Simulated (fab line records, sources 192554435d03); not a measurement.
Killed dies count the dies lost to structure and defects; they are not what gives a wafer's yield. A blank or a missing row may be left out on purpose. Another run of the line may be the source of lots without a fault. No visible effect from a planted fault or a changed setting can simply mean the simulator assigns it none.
fab line records | flow n5-finfet
record: lots: 15 | wafers: 45 | last-day: 16
route steps=1938 shown BEOL_M2@855
lots with no fault: from the same line, run without faults
start-h: hours from the record's first day to the start of the lot's first wafer shown | wait-h: hours since the lot's step before | " identical to the entry in the row above | L1.1+2: a single row standing in for several wafers | - no value, or no start was given | * or withheld: withheld | < > ~ a bound
route shown NAME@n: names a module that has steps shown in the file, with the first one's number in the route | usual: average and standard deviation across the fault-free wafers | same: alike in all rows | chamber/n: place in a boat | sites: the reading at each site | _std_site: the standard deviation of these | _edge_site: the outer-site mean with the inner-site mean subtracted | radius-mm: how far each site lies from the wafer's centre | mask NAME#n: copy n | behind: tool/chamber where the wafer was last shaped | hold: what put the lot on hold/how long, in hours/how the hold closed | device: the n, p or np transistor that did not switch | end of line: the route-end tests of the same wafers | a step without rows: its recipe alone | killed: dies that structure and defects cost at the first sort, which is not the same as the wafer's yield | map: shows each die of a wafer: x if killed, . if not, _ if none is there
set.NAME: the setting that was run; set.NAME@STEP: the one run at that earlier step | model.NAME: the simulator's own value behind a step, which no gauge read
a sample of lots followed through the steps of the route, with each step as a table and each wafer as a row
services: the hour from which a tool's chamber was out of use, counted from the record's first day as start-h (under 0 if before that day), plus the number of hours and why
== steps ==
step: N5_BEOL_M2_OVL_MEAS_12
recipe: points-per-wafer: 522
usual: M2_OVL: 0.3/0.6
lot.wafer | tool       | chamber | start-h | wait-h | M2_OVL[nm]
L631.3    | overlay-01 | 0       | 131.75  | 0.0    | 0.0
L631.5    | "          | 0       | "       | "      | 0.5
L631.6    | "          | 0       | "       | "      | 0.3
L633.1    | overlay-01 | 0       | 138.97  | 0.0    | 0.9
L633.4    | "          | 0       | "       | "      | 0.9
L633.5    | "          | 0       | "       | "      | 0.6
L634.1    | overlay-02 | 0       | 149.33  | 0.0    | 0.0
L634.4    | "          | 0       | "       | "      | 0.1
L634.6    | "          | 0       | "       | "      | 0.4
L635.1    | overlay-02 | 0       | 155.40  | 0.0    | 1.2
L635.5    | "          | 0       | "       | "      | 0.5
L635.6    | "          | 0       | "       | "      | 0.2
L637.1    | overlay-02 | 0       | 174.99  | 0.0    | 0.8
L637.3    | "          | 0       | "       | "      | 0.1
L637.6    | "          | 0       | "       | "      | 0.3
L638.1    | overlay-01 | 0       | 179.13  | 0.0    | -0.5
L638.2    | "          | 0       | "       | "      | 0.5
L638.5    | "          | 0       | "       | "      | 0.3
L639.3    | overlay-02 | 0       | 179.84  | 0.0    | -0.6
L639.4    | "          | 0       | "       | "      | 0.7
L639.6    | "          | 0       | "       | "      | -0.6
L644.1    | overlay-02 | 0       | 212.16  | 0.0    | -0.1
L644.4    | "          | 0       | "       | "      | 1.1
L644.5    | "          | 0       | "       | "      | 0.5
L645.2    | overlay-02 | 0       | 215.45  | 0.0    | 0.9
L645.4    | "          | 0       | "       | "      | 1.3
L645.5    | "          | 0       | "       | "      | 1.3
L646.1    | overlay-02 | 0       | 221.66  | 0.0    | 0.8
L646.5    | "          | 0       | "       | "      | -0.2
L646.6    | "          | 0       | "       | "      | 0.6
L647.3    | overlay-01 | 0       | 228.81  | 0.0    | 0.6
L647.4    | "          | 0       | "       | "      | 0.1
L647.6    | "          | 0       | "       | "      | -0.1
L648.1    | overlay-01 | 0       | 236.35  | 0.0    | -0.7
L648.5    | "          | 0       | "       | "      | -0.5
L648.6    | "          | 0       | "       | "      | 0.9
L649.1    | overlay-01 | 0       | 242.70  | 0.0    | 0.7
L649.3    | "          | 0       | "       | "      | 1.0
L649.4    | "          | 0       | "       | "      | -0.1
L651.2    | overlay-02 | 0       | 252.85  | 0.0    | 0.3
L651.4    | "          | 0       | "       | "      | -0.5
L651.5    | "          | 0       | "       | "      | -0.1
L652.3    | overlay-01 | 0       | 264.22  | 0.0    | -0.3
L652.5    | "          | 0       | "       | "      | -0.7
L652.6    | "          | 0       | "       | "      | 0.0
step: N5_BEOL_M2_ETCH_74
recipe: chemistry: N2/H2 | target: underlayer | target-depth-a: 65 | mask-material: CAR-EUV | time-s: 5.2 | ion-energy-ev: 200 | pressure-mtorr: 30 | source-w: 840 | bias-w: 150 | n2-flow-sccm: 200 | h2-flow-sccm: 200 | ends: cleared
usual: drypump-motor-current-A: 5.7/0.45 | etch-rf-on-time-s: 5.20/0.15 | oes-product-au: 0.66/0.088 | rf-vpp-V: 522.9/3 | showerhead-plenum-p-Torr: 2.51/0.093 | throttle-valve-pct: 17.8/0.3
lot.wafer | tool        | chamber | start-h | wait-h | drypump-motor-current-A | etch-rf-on-time-s | oes-product-au | rf-hours-counter-h | rf-vpp-V | showerhead-plenum-p-Torr | throttle-valve-pct
L631.3    | rie-diel-05 | 1       | 131.92  | 0.0    | 6.1                     | 5.07              | 0.76           | 26                 | 521.2    | 2.51                     | 17.6
L631.5    | "           | 1       | "       | "      | 6.1                     | 5.03              | 0.77           | -                  | 522.0    | 2.51                     | 17.6
L631.6    | "           | 2       | "       | "      | 5.1                     | 5.35              | 0.62           | -                  | 526.9    | 2.64                     | 17.7
L633.1    | rie-diel-04 | 0       | 139.10  | 0.0    | 5.6                     | 5.22              | 0.60           | 226                | 519.7    | 2.41                     | 17.9
L633.4    | "           | 1       | "       | "      | 5.2                     | 5.37              | 0.61           | -                  | 520.5    | 2.44                     | 17.5
L633.5    | "           | 3       | "       | "      | 5.3                     | 5.12              | 0.79           | -                  | 522.6    | 2.49                     | 17.3
L634.1    | rie-diel-06 | 3       | 149.49  | 0.0    | 6.5                     | 4.84              | 0.78           | 43                 | 519.3    | 2.48                     | 17.8
L634.4    | "           | 0       | "       | "      | 6.6                     | 5.23              | 0.60           | 233                | 522.3    | 2.48                     | 18.0
L634.6    | "           | 3       | "       | "      | 6.4                     | 4.87              | 0.78           | -                  | 522.4    | 2.48                     | 17.8
L635.1    | rie-diel-06 | 1       | 155.53  | 0.0    | 6.0                     | 4.95              | 0.62           | 228                | 522.0    | 2.51                     | 18.2
L635.5    | "           | 1       | "       | "      | 6.0                     | 4.97              | 0.61           | -                  | 523.1    | 2.51                     | 18.2
L635.6    | "           | 0       | "       | "      | 6.6                     | 5.30              | 0.59           | -                  | 523.9    | 2.48                     | 18.1
L637.1    | rie-diel-04 | 3       | 175.35  | 0.0    | 5.4                     | 5.05              | 0.76           | 31                 | 520.0    | 2.48                     | 17.3
L637.3    | "           | 0       | "       | "      | 5.6                     | 5.25              | 0.58           | 238                | 520.3    | 2.41                     | 17.9
L637.6    | "           | 0       | "       | "      | 5.7                     | 5.21              | 0.59           | -                  | 522.1    | 2.41                     | 17.9
L638.1    | rie-diel-06 | 3       | 179.27  | 0.0    | 6.5                     | 4.95              | 0.75           | 54                 | 524.5    | 2.48                     | 17.7
L638.2    | "           | 1       | "       | "      | 6.0                     | 5.00              | 0.60           | 236                | 524.8    | 2.50                     | 18.2
L638.5    | "           | 2       | "       | "      | 5.4                     | 5.28              | 0.60           | -                  | 518.8    | 2.44                     | 18.2
L639.3    | rie-diel-05 | 1       | 179.96  | 0.0    | 6.1                     | 5.04              | 0.73           | 46                 | 520.3    | 2.51                     | 17.7
L639.4    | "           | 1       | "       | "      | 6.1                     | 5.16              | 0.73           | -                  | 520.5    | 2.51                     | 17.7
L639.6    | "           | 2       | "       | "      | 5.1                     | 5.31              | 0.60           | -                  | 527.6    | 2.64                     | 17.8
L644.1    | rie-diel-04 | 2       | 212.62  | 0.0    | 5.8                     | 5.34              | 0.61           | 192                | 526.6    | 2.64                     | 18.1
L644.4    | "           | 1       | "       | "      | 5.3                     | 5.40              | 0.59           | -                  | 519.8    | 2.42                     | 17.5
L644.5    | "           | 2       | "       | "      | 5.8                     | 5.30              | 0.61           | -                  | 525.9    | 2.64                     | 18.1
L645.2    | rie-diel-05 | 3       | 215.58  | 0.0    | 5.6                     | 5.33              | 0.56           | 260                | 522.5    | 2.52                     | 18.4
L645.4    | "           | 3       | "       | "      | 5.6                     | 5.35              | 0.56           | -                  | 522.9    | 2.52                     | 18.4
L645.5    | "           | 2       | "       | "      | 5.1                     | 5.33              | 0.60           | -                  | 525.9    | 2.63                     | 17.8
L646.1    | rie-diel-04 | 3       | 221.79  | 0.0    | 5.4                     | 5.11              | 0.72           | 53                 | 522.8    | 2.47                     | 17.4
L646.5    | "           | 1       | "       | "      | 5.2                     | 5.33              | 0.59           | -                  | 520.3    | 2.42                     | 17.5
L646.6    | "           | 2       | "       | "      | 5.8                     | 5.27              | 0.61           | -                  | 528.5    | 2.64                     | 18.1
L647.3    | rie-diel-04 | 0       | 228.92  | 0.0    | 5.6                     | 5.20              | 0.83           | 3                  | 527.8    | 2.72                     | 17.5
L647.4    | "           | 3       | "       | "      | 5.3                     | 5.13              | 0.73           | 55                 | 520.8    | 2.47                     | 17.3
L647.6    | "           | 3       | "       | "      | 5.3                     | 5.12              | 0.73           | -                  | 522.0    | 2.47                     | 17.4
L648.1    | rie-diel-06 | 2       | 236.78  | 0.0    | 5.5                     | 5.24              | 0.60           | 222                | 519.0    | 2.43                     | 18.2
L648.5    | "           | 3       | "       | "      | 6.5                     | 4.94              | 0.73           | -                  | 520.5    | 2.47                     | 17.8
L648.6    | "           | 2       | "       | "      | 5.4                     | 5.29              | 0.59           | -                  | 522.1    | 2.43                     | 18.2
L649.1    | rie-diel-04 | 1       | 242.83  | 0.0    | 5.3                     | 5.39              | 0.60           | 212                | 520.1    | 2.42                     | 17.5
L649.3    | "           | 2       | "       | "      | 5.8                     | 5.32              | 0.60           | 205                | 526.5    | 2.64                     | 18.1
L649.4    | "           | 0       | "       | "      | 5.6                     | 5.35              | 0.82           | 8                  | 527.6    | 2.72                     | 17.5
L651.2    | rie-diel-05 | 1       | 253.13  | 0.0    | 6.0                     | 5.06              | 0.70           | 74                 | 521.6    | 2.49                     | 17.7
L651.4    | "           | 2       | "       | "      | 5.1                     | 5.23              | 0.58           | 238                | 527.5    | 2.62                     | 17.8
L651.5    | "           | 0       | "       | "      | 5.7                     | 5.02              | 0.79           | -                  | 529.3    | 2.69                     | 17.4
L652.3    | rie-diel-04 | 2       | 264.34  | 0.0    | 5.8                     | 5.27              | 0.60           | 213                | 526.5    | 2.63                     | 18.1
L652.5    | "           | 1       | "       | "      | 5.2                     | 5.38              | 0.58           | -                  | 519.2    | 2.42                     | 17.5
L652.6    | "           | 0       | "       | "      | 5.6                     | 5.27              | 0.79           | -                  | 529.0    | 2.72                     | 17.6
step: N5_BEOL_M2_ETCH_63
recipe: chemistry: CF4 | target: SiARC | target-depth-a: 156 | mask-material: CAR-EUV | time-s: 26 | ion-energy-ev: 80 | pressure-mtorr: 40 | source-w: 545 | bias-w: 36 | Ar_flow_sccm: 100 | cf4-flow-sccm: 100 | ends: cleared
usual: drypump-motor-current-A: 5.7/0.45 | etch-rf-on-time-s: 26.0/0.75 | mfc-ar-sccm: 100.01/0.3 | oes-product-au: 0.66/0.087 | rf-vpp-V: 183.7/1.2 | showerhead-plenum-p-Torr: 2.11/0.078 | throttle-valve-pct: 15.54/0.28
lot.wafer | tool        | chamber | start-h | wait-h | drypump-motor-current-A | etch-rf-on-time-s | mfc-ar-sccm | oes-product-au | rf-hours-counter-h | rf-vpp-V | showerhead-plenum-p-Torr | throttle-valve-pct
L631.3    | rie-diel-05 | 1       | 131.94  | 0.0    | 6.1                     | 25.4              | 100.43      | 0.76           | 26                 | 184.0    | 2.10                     | 15.19
L631.5    | "           | 1       | "       | "      | 6.1                     | 25.4              | 100.07      | 0.76           | -                  | 182.9    | 2.10                     | 15.21
L631.6    | "           | 2       | "       | "      | 5.1                     | 26.8              | 99.81       | 0.61           | -                  | 184.1    | 2.24                     | 15.60
L633.1    | rie-diel-04 | 0       | 139.11  | 0.0    | 5.6                     | 26.5              | 99.87       | 0.59           | 226                | 183.4    | 2.04                     | 15.58
L633.4    | "           | 1       | "       | "      | 5.2                     | 26.7              | 99.56       | 0.61           | -                  | 184.1    | 2.05                     | 15.34
L633.5    | "           | 3       | "       | "      | 5.3                     | 25.9              | 100.29      | 0.79           | -                  | 183.2    | 2.10                     | 15.11
L634.1    | rie-diel-06 | 3       | 149.51  | 0.0    | 6.4                     | 24.1              | 100.24      | 0.78           | 43                 | 181.9    | 2.06                     | 15.32
L634.4    | "           | 0       | "       | "      | 6.6                     | 26.3              | 100.23      | 0.60           | 233                | 184.0    | 2.13                     | 16.02
L634.6    | "           | 3       | "       | "      | 6.4                     | 24.4              | 100.36      | 0.77           | -                  | 182.5    | 2.06                     | 15.30
L635.1    | rie-diel-06 | 1       | 155.54  | 0.0    | 6.0                     | 24.7              | 100.10      | 0.61           | 228                | 182.4    | 2.11                     | 15.97
L635.5    | "           | 1       | "       | "      | 6.0                     | 24.7              | 100.47      | 0.61           | -                  | 185.2    | 2.11                     | 15.98
L635.6    | "           | 0       | "       | "      | 6.7                     | 26.1              | 100.02      | 0.60           | -                  | 184.4    | 2.13                     | 16.04
L637.1    | rie-diel-04 | 3       | 175.36  | 0.0    | 5.3                     | 25.4              | 99.97       | 0.77           | 31                 | 183.3    | 2.09                     | 15.13
L637.3    | "           | 0       | "       | "      | 5.5                     | 26.0              | 100.29      | 0.58           | 238                | 182.2    | 2.04                     | 15.59
L637.6    | "           | 0       | "       | "      | 5.6                     | 26.3              | 99.72       | 0.58           | -                  | 182.1    | 2.04                     | 15.59
L638.1    | rie-diel-06 | 3       | 179.29  | 0.0    | 6.4                     | 24.6              | 100.05      | 0.76           | 54                 | 183.1    | 2.06                     | 15.32
L638.2    | "           | 1       | "       | "      | 6.0                     | 24.9              | 100.20      | 0.61           | 236                | 183.5    | 2.10                     | 16.00
L638.5    | "           | 2       | "       | "      | 5.4                     | 26.8              | 99.84       | 0.60           | -                  | 182.8    | 2.02                     | 15.68
L639.3    | rie-diel-05 | 1       | 179.98  | 0.0    | 6.0                     | 25.7              | 100.06      | 0.73           | 46                 | 181.7    | 2.10                     | 15.24
L639.4    | "           | 1       | "       | "      | 6.1                     | 25.7              | 100.21      | 0.73           | -                  | 182.5    | 2.10                     | 15.23
L639.6    | "           | 2       | "       | "      | 5.1                     | 26.4              | 99.87       | 0.60           | -                  | 185.1    | 2.23                     | 15.65
L644.1    | rie-diel-04 | 2       | 212.63  | 0.0    | 5.8                     | 26.4              | 99.98       | 0.61           | 192                | 184.5    | 2.20                     | 15.74
L644.4    | "           | 1       | "       | "      | 5.2                     | 26.8              | 99.68       | 0.60           | -                  | 183.6    | 2.05                     | 15.42
L644.5    | "           | 2       | "       | "      | 5.8                     | 26.3              | 99.69       | 0.61           | -                  | 184.7    | 2.20                     | 15.74
L645.2    | rie-diel-05 | 3       | 215.59  | 0.0    | 5.6                     | 26.2              | 99.77       | 0.57           | 260                | 184.4    | 2.12                     | 15.92
L645.4    | "           | 3       | "       | "      | 5.6                     | 26.2              | 100.06      | 0.57           | -                  | 183.9    | 2.12                     | 15.95
L645.5    | "           | 2       | "       | "      | 5.1                     | 26.8              | 100.30      | 0.59           | -                  | 184.6    | 2.23                     | 15.66
L646.1    | rie-diel-04 | 3       | 221.80  | 0.0    | 5.3                     | 25.8              | 100.06      | 0.73           | 53                 | 182.2    | 2.08                     | 15.19
L646.5    | "           | 1       | "       | "      | 5.2                     | 26.8              | 100.41      | 0.59           | -                  | 183.6    | 2.04                     | 15.40
L646.6    | "           | 2       | "       | "      | 5.8                     | 26.6              | 100.07      | 0.61           | -                  | 184.9    | 2.20                     | 15.76
L647.3    | rie-diel-04 | 0       | 228.94  | 0.0    | 5.7                     | 26.2              | 100.33      | 0.83           | 3                  | 186.5    | 2.29                     | 15.16
L647.4    | "           | 3       | "       | "      | 5.3                     | 25.7              | 100.11      | 0.73           | 55                 | 183.5    | 2.08                     | 15.19
L647.6    | "           | 3       | "       | "      | 5.3                     | 25.7              | 99.99       | 0.73           | -                  | 183.2    | 2.08                     | 15.19
L648.1    | rie-diel-06 | 2       | 236.80  | 0.0    | 5.5                     | 26.4              | 99.76       | 0.59           | 222                | 183.3    | 2.01                     | 15.74
L648.5    | "           | 3       | "       | "      | 6.4                     | 24.6              | 99.50       | 0.73           | -                  | 183.2    | 2.05                     | 15.36
L648.6    | "           | 2       | "       | "      | 5.5                     | 26.5              | 99.80       | 0.59           | -                  | 182.4    | 2.02                     | 15.76
L649.1    | rie-diel-04 | 1       | 242.85  | 0.0    | 5.2                     | 26.5              | 100.07      | 0.60           | 212                | 181.6    | 2.04                     | 15.43
L649.3    | "           | 2       | "       | "      | 5.8                     | 26.2              | 99.56       | 0.60           | 205                | 186.6    | 2.20                     | 15.76
L649.4    | "           | 0       | "       | "      | 5.6                     | 26.3              | 99.70       | 0.81           | 8                  | 186.3    | 2.28                     | 15.15
L651.2    | rie-diel-05 | 1       | 253.15  | 0.0    | 6.0                     | 25.5              | 100.01      | 0.71           | 74                 | 182.6    | 2.09                     | 15.30
L651.4    | "           | 2       | "       | "      | 5.1                     | 26.3              | 99.78       | 0.59           | 238                | 183.9    | 2.22                     | 15.69
L651.5    | "           | 0       | "       | "      | 5.7                     | 25.5              | 100.32      | 0.78           | -                  | 185.5    | 2.28                     | 15.38
L652.3    | rie-diel-04 | 2       | 264.35  | 0.0    | 5.8                     | 26.5              | 99.88       | 0.60           | 213                | 185.1    | 2.19                     | 15.78
L652.5    | "           | 1       | "       | "      | 5.3                     | 26.8              | 100.07      | 0.59           | -                  | 184.4    | 2.04                     | 15.42
L652.6    | "           | 0       | "       | "      | 5.6                     | 26.5              | 99.81       | 0.78           | -                  | 185.9    | 2.28                     | 15.16
step: N5_BEOL_M2_PEB_26
recipe: peb-temp-c: 100 | peb-time-s: 60 | resist: CAR-EUV
usual: chill-plate-temp-C: 22.98/0.087 | exhaust-pa: 45.0/0.75 | peb-time-s: 60/0
lot.wafer | tool           | chamber | start-h | wait-h | chill-plate-temp-C | exhaust-pa | peb-time-s
L631.3    | litho-track-01 | 0       | 132.70  | 0.1    | 22.95              | 45.6       | 60
L631.5    | "              | 0       | "       | "      | 22.84              | 45.3       | 60
L631.6    | "              | 0       | "       | "      | 23.02              | 44.7       | 60
L633.1    | litho-track-01 | 0       | 139.87  | 0.1    | 23.24              | 45.3       | 60
L633.4    | "              | 0       | "       | "      | 22.97              | 45.7       | 60
L633.5    | "              | 0       | "       | "      | 22.91              | 45.7       | 60
L634.1    | litho-track-04 | 0       | 150.14  | 0.1    | 23.00              | 45.6       | 60
L634.4    | "              | 0       | "       | "      | 22.91              | 45.1       | 60
L634.6    | "              | 0       | "       | "      | 23.08              | 44.9       | 60
L635.1    | litho-track-01 | 0       | 156.18  | 0.1    | 23.02              | 43.9       | 60
L635.5    | "              | 0       | "       | "      | 23.00              | 44.0       | 60
L635.6    | "              | 0       | "       | "      | 23.14              | 44.4       | 60
L637.1    | litho-track-04 | 0       | 176.12  | 0.1    | 23.10              | 44.2       | 60
L637.3    | "              | 0       | "       | "      | 23.03              | 45.3       | 60
L637.6    | "              | 0       | "       | "      | 22.99              | 45.5       | 60
L638.1    | litho-track-02 | 0       | 179.92  | 0.1    | 22.89              | 45.6       | 60
L638.2    | "              | 0       | "       | "      | 22.99              | 44.0       | 60
L638.5    | "              | 0       | "       | "      | 23.02              | 44.8       | 60
L639.3    | litho-track-02 | 0       | 180.74  | 0.1    | 22.96              | 45.6       | 60
L639.4    | "              | 0       | "       | "      | 23.06              | 44.8       | 60
L639.6    | "              | 0       | "       | "      | 23.04              | 45.3       | 60
L644.1    | litho-track-02 | 0       | 213.40  | 0.1    | 22.83              | 45.8       | 60
L644.4    | "              | 0       | "       | "      | 23.01              | 44.8       | 60
L644.5    | "              | 0       | "       | "      | 22.95              | 44.5       | 60
L645.2    | litho-track-04 | 0       | 216.35  | 0.1    | 22.97              | 45.9       | 60
L645.4    | "              | 0       | "       | "      | 22.99              | 45.2       | 60
L645.5    | "              | 0       | "       | "      | 23.05              | 45.1       | 60
L646.1    | litho-track-04 | 0       | 222.59  | 0.1    | 22.94              | 44.4       | 60
L646.5    | "              | 0       | "       | "      | 22.97              | 43.3       | 60
L646.6    | "              | 0       | "       | "      | 23.08              | 44.5       | 60
L647.3    | litho-track-02 | 0       | 229.57  | 0.1    | 22.91              | 45.7       | 60
L647.4    | "              | 0       | "       | "      | 23.01              | 44.6       | 60
L647.6    | "              | 0       | "       | "      | 23.14              | 45.8       | 60
L648.1    | litho-track-04 | 0       | 237.73  | 0.1    | 22.90              | 43.9       | 60
L648.5    | "              | 0       | "       | "      | 22.88              | 45.1       | 60
L648.6    | "              | 0       | "       | "      | 23.04              | 43.8       | 60
L649.1    | litho-track-01 | -       | 243.78  | 0.1    | -                  | -          | -
L649.3    | "              | -       | "       | "      | -                  | -          | -
L649.4    | "              | -       | "       | "      | -                  | -          | -
L651.2    | litho-track-01 | -       | 253.92  | 0.1    | -                  | -          | -
L651.4    | "              | -       | "       | "      | -                  | -          | -
L651.5    | "              | -       | "       | "      | -                  | -          | -
L652.3    | litho-track-04 | -       | 265.30  | 0.1    | -                  | -          | -
L652.5    | "              | -       | "       | "      | -                  | -          | -
L652.6    | "              | -       | "       | "      | -                  | -          | -
== services ==
tool        | chamber | start-h | hours | kind
rie-diel-05 | 2       | 112.56  | 7.4   | repair
rie-diel-04 | 2       | 130.36  | 10.1  | repair
rie-diel-05 | 3       | 134.08  | 65.0  | repair
rie-diel-05 | 1       | 183.09  | 9.7   | repair
rie-diel-06 | 0       | 194.55  | -     | clean
rie-diel-06 | 0       | 194.55  | -     | consumable-replace:focus-ring
rie-diel-06 | 0       | 194.55  | 34.3  | scheduled-down
rie-diel-06 | 0       | 194.55  | 34.3  | vent-cycle
rie-diel-05 | 0       | 199.06  | -     | clean
rie-diel-05 | 0       | 199.06  | -     | consumable-replace:focus-ring
rie-diel-05 | 0       | 199.06  | -     | consumable-replace:showerhead
rie-diel-05 | 0       | 199.06  | 18.2  | scheduled-down
rie-diel-05 | 0       | 199.06  | 18.2  | vent-cycle
rie-diel-04 | 0       | 205.22  | -     | clean
rie-diel-04 | 0       | 205.22  | -     | consumable-replace:focus-ring
rie-diel-04 | 0       | 205.22  | -     | consumable-replace:showerhead
rie-diel-04 | 0       | 205.22  | 14.1  | scheduled-down
rie-diel-04 | 0       | 205.22  | 14.1  | vent-cycle
rie-diel-05 | 3       | 209.61  | 4.5   | repair
rie-diel-05 | 3       | 217.52  | -     | clean
rie-diel-05 | 3       | 217.52  | -     | consumable-replace:focus-ring
rie-diel-05 | 3       | 217.52  | 14.1  | scheduled-down
rie-diel-05 | 3       | 217.52  | 14.1  | vent-cycle
rie-diel-05 | 0       | 223.81  | 5.5   | repair
== key ==
first-sign: step: N5_BEOL_M2_PEB_26 | reading: tool-record | direction: missing
effect none on later readings
met-at N5_BEOL_M2_PEB_26
struck-lots L649,L651,L652
rows-end L649.1,L649.3,L649.4,L651.2,L651.4,L651.5,L652.3,L652.5,L652.6
not-acting-at N5_BEOL_M2_OVL_MEAS_12,N5_BEOL_M2_ETCH_74,N5_BEOL_M2_ETCH_63
onset-between 237.73 243.78
fault: kind: skipped-step-whole | tool: litho-track-01,litho-track-04 | chamber: - | onset-h: 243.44 | steps: N5_BEOL_M2_PEB_26 | scope: struck-lots-only
rows-end: these wafers met a further fault down the route, and their rows from its step on are left out
